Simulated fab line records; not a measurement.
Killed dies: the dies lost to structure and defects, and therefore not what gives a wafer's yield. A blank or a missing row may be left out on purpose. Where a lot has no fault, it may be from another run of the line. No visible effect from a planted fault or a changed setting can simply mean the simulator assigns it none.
What tool caused it?    flow n5-finfet    72 wafers from 24 lots sampled at 5 of the route's 1938 steps

WHAT EACH GAUGE READ, for each wafer
N5_BEOL_M1_THK_MEAS_53: measures by xrf. Usual: M1_THK 39.8 nm, standard deviation 1.6.
lot   measured      on             M1_THK (nm)     flag
L074  day 6 12:39   film-metro-01  40.1 40.6 43.3  
L075  day 6 12:56   film-metro-01  38.5 40.6 38.6  
L076  day 6 17:32   film-metro-02  40.1 37.9 41.2  
L077  day 7 09:27   film-metro-02  40.7 41.9 43.1  
L078  day 7 18:46   film-metro-02  43.4 42.8 41.7  
L079  day 7 20:54   film-metro-02  39.8 40.6 43.4  
L080  day 7 23:54   film-metro-01  39.3 38.8 37.9  
L081  day 8 03:58   film-metro-01  39.0 38.8 40.2  
L082  day 8 12:21   film-metro-02  38.6 41.8 40.8  
L084  day 8 18:07   film-metro-01  37.9 39.6 39.9  
L083  day 8 19:09   film-metro-01  37.7 40.3 39.6  
L085  day 9 06:32   film-metro-01  38.6 40.8 40.5  
L086  day 9 13:50   film-metro-02  39.8 40.9 38.7  
L087  day 9 16:58   film-metro-01  41.3 40.2 42.2  
L088  day 9 23:49   film-metro-01  41.0 40.9 39.3  
L089  day 10 02:14  film-metro-01  38.5 40.6 41.3  
L090  day 10 05:42  film-metro-01  36.9 38.0 36.5  
L091  day 10 12:26  film-metro-01  39.1 40.5 41.7  
L092  day 10 18:56  film-metro-01  40.5 38.6 38.5  
L093  day 11 01:43  film-metro-01  38.2 38.0 39.5  
L094  day 11 07:03  film-metro-01  35.0 37.6 39.4  
L095  day 11 17:43  film-metro-01  39.3 39.1 41.2  
L096  day 11 21:55  film-metro-01  37.6 38.4 39.2  
L097  day 12 05:58  film-metro-01  38.7 41.1 40.4  

EACH LOT AND THE TOOL THAT RAN IT (in order: tool; ch and the chambers of the sampled wafers; start)
lot   N5_BEOL_M1_TRENCH_ETCH_37                      N5_BEOL_M1_ANNEAL_80          N5_BEOL_M1_ANNEAL_89          N5_BEOL_M1_SPUTTER_96
L074  rie-diel-05 ch 0,1,2, day 6 10:24 or earlier   pvd-sputter-03, day 6 10:24   pvd-sputter-03, day 6 11:04   pvd-sputter-03, day 6 11:52
L075  rie-diel-01 ch 0,1,3, day 6 10:32 or earlier   pvd-sputter-02, day 6 10:32   pvd-sputter-02, day 6 11:12   pvd-sputter-02, day 6 12:00
L076  rie-diel-01 ch 0,1,3, day 6 15:17 or earlier   pvd-sputter-01, day 6 15:17   pvd-sputter-01, day 6 15:57   pvd-sputter-01, day 6 16:45
L077  rie-diel-05 ch 1,2, day 7 07:12 or earlier     pvd-sputter-01, day 7 07:12   pvd-sputter-01, day 7 07:52   pvd-sputter-01, day 7 08:40
L078  rie-diel-01 ch 0,1,3, day 7 16:31 or earlier   pvd-sputter-02, day 7 16:31   pvd-sputter-02, day 7 17:10   pvd-sputter-02, day 7 17:58
L079  rie-diel-05 ch 1,2, day 7 18:40 or earlier     pvd-sputter-01, day 7 18:40   pvd-sputter-01, day 7 19:19   pvd-sputter-01, day 7 20:07
L080  rie-diel-02 ch 1,2,3, day 7 21:23 or earlier   pvd-sputter-01, day 7 21:23   pvd-sputter-01, day 7 22:02   pvd-sputter-01, day 7 22:50
L081  rie-diel-01 ch 2,3, day 8 01:43 or earlier     pvd-sputter-02, day 8 01:43   pvd-sputter-02, day 8 02:22   pvd-sputter-02, day 8 03:10
L082  rie-diel-05 ch 2,3, day 8 10:06 or earlier     pvd-sputter-01, day 8 10:06   pvd-sputter-01, day 8 10:46   pvd-sputter-01, day 8 11:34
L084  rie-diel-05 ch 0,1,2, day 8 15:34 or earlier   pvd-sputter-01, day 8 15:34   pvd-sputter-01, day 8 16:13   pvd-sputter-01, day 8 17:01
L083  rie-diel-02 ch 0,2,3, day 8 16:54 or earlier   pvd-sputter-02, day 8 16:54   pvd-sputter-02, day 8 17:34   pvd-sputter-02, day 8 18:22
L085  rie-diel-02 ch 0,1, day 9 04:17 or earlier     pvd-sputter-02, day 9 04:17   pvd-sputter-02, day 9 04:56   pvd-sputter-02, day 9 05:44
L086  rie-diel-02 ch 0,1, day 9 11:35 or earlier     pvd-sputter-02, day 9 11:35   pvd-sputter-02, day 9 12:14   pvd-sputter-02, day 9 13:02
L087  rie-diel-01 ch 1,3, day 9 14:43 or earlier     pvd-sputter-03, day 9 14:43   pvd-sputter-03, day 9 15:22   pvd-sputter-03, day 9 16:10
L088  rie-diel-05 ch 0,2, day 9 21:35 or earlier     pvd-sputter-02, day 9 21:35   pvd-sputter-02, day 9 22:14   pvd-sputter-02, day 9 23:02
L089  rie-diel-01 ch 2,3, day 9 23:59 or earlier     pvd-sputter-03, day 9 23:59   pvd-sputter-03, day 10 00:38  pvd-sputter-03, day 10 01:26
L090  rie-diel-05 ch 0,2, day 10 03:27 or earlier    pvd-sputter-02, day 10 03:27  pvd-sputter-02, day 10 04:07  pvd-sputter-02, day 10 04:55
L091  rie-diel-05 ch 2,3, day 10 10:11 or earlier    pvd-sputter-01, day 10 10:11  pvd-sputter-01, day 10 10:51  pvd-sputter-01, day 10 11:39
L092  rie-diel-02 ch 0,1,2, day 10 16:41 or earlier  pvd-sputter-01, day 10 16:41  pvd-sputter-01, day 10 17:20  pvd-sputter-01, day 10 18:08
L093  rie-diel-02 ch 0,1,2, day 10 23:28 or earlier  pvd-sputter-01, day 10 23:28  pvd-sputter-01, day 11 00:07  pvd-sputter-01, day 11 00:55
L094  rie-diel-05 ch 1,2,3, day 11 04:35 or earlier  pvd-sputter-01, day 11 04:35  pvd-sputter-01, day 11 05:14  pvd-sputter-01, day 11 06:02
L095  rie-diel-01 ch 1,2, day 11 15:26 or earlier    pvd-sputter-02, day 11 15:26  pvd-sputter-02, day 11 16:06  pvd-sputter-02, day 11 16:54
L096  rie-diel-05 ch 1,2,3, day 11 19:40 or earlier  pvd-sputter-02, day 11 19:40  pvd-sputter-02, day 11 20:19  pvd-sputter-02, day 11 21:07
L097  rie-diel-01 ch 1,2, day 12 03:43 or earlier    pvd-sputter-03, day 12 03:43  pvd-sputter-03, day 12 04:23  pvd-sputter-03, day 12 05:11
- N5_BEOL_M1_TRENCH_ETCH_37: etches SiOC in C4F6/O2, target depth 55.207 nm, time 29 s.
- N5_BEOL_M1_ANNEAL_80: time 240 s.
- N5_BEOL_M1_ANNEAL_89: time 240 s.
- N5_BEOL_M1_SPUTTER_96: material Cu, target thk 4.5 nm, time 8.29 s.

AS READ BY THE TOOLS THEMSELVES (means over the sampled wafers that have a number; for cases with no such wafer, the mark the record gives instead)
N5_BEOL_M1_TRENCH_ETCH_37. Usual: drypump-motor-current-A 5.9 A, standard deviation 0.31; oes-product-au 0.79 a.u., standard deviation 0.094; rf-vpp-V 668 V, standard deviation 5.9; showerhead-plenum-p-Torr 2.87 Torr, standard deviation 0.054; throttle-valve-pct 20.86 %, standard deviation 0.19.
lot   tool         drypump-motor-current-A (A)  oes-product-au (a.u.)  rf-vpp-V (V)  showerhead-plenum-p-Torr (Torr)  throttle-valve-pct (%)  flag
L074  rie-diel-05  5.8                          0.88                   667           2.90                             20.72                   
L075  rie-diel-01  6.0                          0.72                   666           2.83                             20.86                   
L076  rie-diel-01  6.0                          0.72                   667           2.83                             20.86                   
L077  rie-diel-05  5.6                          0.85                   670           2.89                             20.65                   
L078  rie-diel-01  6.0                          0.71                   667           2.83                             20.87                   
L079  rie-diel-05  5.6                          0.85                   672           2.89                             20.65                   
L080  rie-diel-02  6.1                          0.83                   667           2.87                             20.86                   
L081  rie-diel-01  5.7                          0.76                   671           2.81                             21.08                   
L082  rie-diel-05  5.7                          0.78                   673           2.90                             20.79                   
L084  rie-diel-05  5.8                          0.86                   667           2.89                             20.74                   
L083  rie-diel-02  5.8                          0.84                   664           2.88                             20.78                   
L085  rie-diel-02  6.1                          0.76                   664           2.85                             21.01                   
L086  rie-diel-02  5.7                          0.78                   662           2.86                             20.93                   
L087  rie-diel-01  5.9                          0.75                   665           2.76                             21.00                   
L088  rie-diel-05  5.9                          0.85                   666           2.89                             20.92                   
L089  rie-diel-01  5.7                          0.75                   671           2.80                             21.09                   
L090  rie-diel-05  5.9                          0.84                   665           2.89                             20.92                   
L091  rie-diel-05  5.8                          0.73                   671           2.91                             20.82                   
L092  rie-diel-02  6.0                          0.82                   664           2.87                             20.97                   
L093  rie-diel-02  6.0                          0.81                   662           2.86                             20.97                   
L094  rie-diel-05  5.8                          0.78                   669           2.90                             20.74                   
L095  rie-diel-01  5.8                          0.88                   666           2.84                             20.77                   
L096  rie-diel-05  5.8                          0.78                   669           2.89                             20.73                   
L097  rie-diel-01  5.7                          0.76                   672           2.87                             20.95                   

N5_BEOL_M1_ANNEAL_80. Usual: 847 W for heater-power-w, sd 94.
lot   tool            heater-power-w (W)  flag
L074  pvd-sputter-03  821                 
L075  pvd-sputter-02  921                 
L076  pvd-sputter-01  763                 
L077  pvd-sputter-01  829                 
L078  pvd-sputter-02  909                 
L079  pvd-sputter-01  724                 
L080  pvd-sputter-01  797                 
L081  pvd-sputter-02  1012                
L082  pvd-sputter-01  800                 
L084  pvd-sputter-01  784                 
L083  pvd-sputter-02  933                 
L085  pvd-sputter-02  861                 
L086  pvd-sputter-02  938                 
L087  pvd-sputter-03  766                 
L088  pvd-sputter-02  968                 
L089  pvd-sputter-03  810                 
L090  pvd-sputter-02  953                 
L091  pvd-sputter-01  837                 
L092  pvd-sputter-01  793                 
L093  pvd-sputter-01  840                 
L094  pvd-sputter-01  791                 
L095  pvd-sputter-02  841                 
L096  pvd-sputter-02  927                 
L097  pvd-sputter-03  721                 

N5_BEOL_M1_ANNEAL_89. Usual: 851 W for heater-power-w, sd 95.
lot   tool            heater-power-w (W)  flag
L074  pvd-sputter-03  826                 
L075  pvd-sputter-02  930                 
L076  pvd-sputter-01  760                 
L077  pvd-sputter-01  821                 
L078  pvd-sputter-02  925                 
L079  pvd-sputter-01  721                 
L080  pvd-sputter-01  800                 
L081  pvd-sputter-02  1011                
L082  pvd-sputter-01  823                 
L084  pvd-sputter-01  781                 
L083  pvd-sputter-02  937                 
L085  pvd-sputter-02  874                 
L086  pvd-sputter-02  944                 
L087  pvd-sputter-03  760                 
L088  pvd-sputter-02  964                 
L089  pvd-sputter-03  819                 
L090  pvd-sputter-02  951                 
L091  pvd-sputter-01  844                 
L092  pvd-sputter-01  804                 
L093  pvd-sputter-01  832                 
L094  pvd-sputter-01  806                 
L095  pvd-sputter-02  844                 
L096  pvd-sputter-02  928                 
L097  pvd-sputter-03  734                 

N5_BEOL_M1_SPUTTER_96. Usual: 30.3 % for throttle-valve-pct, sd 1.2.
lot   tool            throttle-valve-pct (%)  flag
L074  pvd-sputter-03  29.7                    
L075  pvd-sputter-02  31.3                    
L076  pvd-sputter-01  29.7                    
L077  pvd-sputter-01  30.0                    
L078  pvd-sputter-02  29.6                    
L079  pvd-sputter-01  29.8                    
L080  pvd-sputter-01  30.5                    
L081  pvd-sputter-02  32.1                    
L082  pvd-sputter-01  30.3                    
L084  pvd-sputter-01  30.0                    
L083  pvd-sputter-02  31.3                    
L085  pvd-sputter-02  30.3                    
L086  pvd-sputter-02  32.1                    
L087  pvd-sputter-03  30.5                    
L088  pvd-sputter-02  30.4                    
L089  pvd-sputter-03  29.8                    
L090  pvd-sputter-02  30.5                    
L091  pvd-sputter-01  30.5                    
L092  pvd-sputter-01  30.3                    
L093  pvd-sputter-01  30.4                    
L094  pvd-sputter-01  30.2                    
L095  pvd-sputter-02  28.7                    
L096  pvd-sputter-02  31.2                    
L097  pvd-sputter-03  30.8                    

THE ANSWER, worked out from the rows above alone
Rule: a lot counts as off when the mean over its wafers that have a number is more than 3 standard deviations away from the usual mean. A lot without any number at a reading at which 4 lots or more have one is off too. The other lots that the step has rows for count as sound. Order of review: gauges by route order, followed by the tools' own readings, for which a lot's mean as printed above is used. At the first step where some lot is off, the reading lying furthest off is the one used; lots without a number count as furthest.
None of the lots is off at any reading shown; this tells nothing.

WHAT WAS PUT IN BY THE SIMULATOR
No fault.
